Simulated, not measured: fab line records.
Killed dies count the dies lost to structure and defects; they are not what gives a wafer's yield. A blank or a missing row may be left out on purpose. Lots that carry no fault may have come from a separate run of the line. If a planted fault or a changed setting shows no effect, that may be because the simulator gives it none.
Chamber matching	flow nand_harc	4 sister chambers for NHARC_A_STAIRCASE_CMP_450 on cmp-01
The step polishes SiO2, target thk 200 nm. 24 wafers are shown with their chamber, then 12 later ones without.

WAFERS WITH THEIR CHAMBER
wafer	chamber	motor_current_A (A)
L074.2	3	11.9
L074.5	1	11.2
L074.6	2	11.5
L078.1	2	10.6
L078.2	0	10.8
L078.5	0	11.7
L077.4	0	11.6
L077.5	0	12.0
L077.6	3	12.3
L079.2	3	12.0
L079.3	0	11.4
L079.6	2	11.0
L080.1	3	12.6
L080.4	2	10.8
L080.6	2	10.8
L081.1	3	12.2
L081.3	2	10.8
L081.5	1	11.5
L086.1	1	11.1
L086.3	0	11.8
L086.6	1	10.9
L085.2	0	11.6
L085.3	2	10.8
L085.5	0	11.3

SIGNATURES, as means of the wafers listed above
reading	chamber 0	chamber 1	chamber 2	chamber 3	scatter within a chamber
motor_current_A	11.525	11.175	10.900	12.200	0.31
Rule: distance of a wafer from a chamber = root of the sum over the readings of ((wafer's reading minus chamber's mean) / reading's scatter) squared. The wafer belongs to the nearest chamber; if the next one is less than 2 further off, it can't be placed. The scatter is the square root of a quotient: the sum, over the shown wafers, of each reading's squared deviation from its chamber's mean, divided by wafers minus chambers.

WAFERS MISSING THEIR CHAMBER
wafer	motor_current_A (A)
L093.2	12.0
L093.3	11.3
L093.4	11.0
L093.1	11.6
L093.5	11.8
L093.6	11.7
L095.3	10.5
L095.4	11.1
L095.5	10.8
L097.2	11.1
L097.4	11.2
L097.6	10.7

THE CHAMBER EACH PASSED THROUGH
wafer	from the rows above	in truth
L093.2	can't be placed: 3 or 0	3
L093.3	can't be placed: 1 or 0 or 2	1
L093.4	can't be placed: 2 or 1 or 0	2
L093.1	can't be placed: 0 or 1 or 3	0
L093.5	can't be placed: 0 or 3 or 1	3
L093.6	can't be placed: 0 or 3 or 1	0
L095.3	can't be placed: 2 or 1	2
L095.4	can't be placed: 1 or 2 or 0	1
L095.5	can't be placed: 2 or 1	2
L097.2	can't be placed: 1 or 2 or 0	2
L097.4	can't be placed: 1 or 2 or 0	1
L097.6	can't be placed: 2 or 1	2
Correctly placed: 0 of 12. Not placeable from these rows: 12 (in 12, the candidates include the true chamber). Wrongly placed: 0.
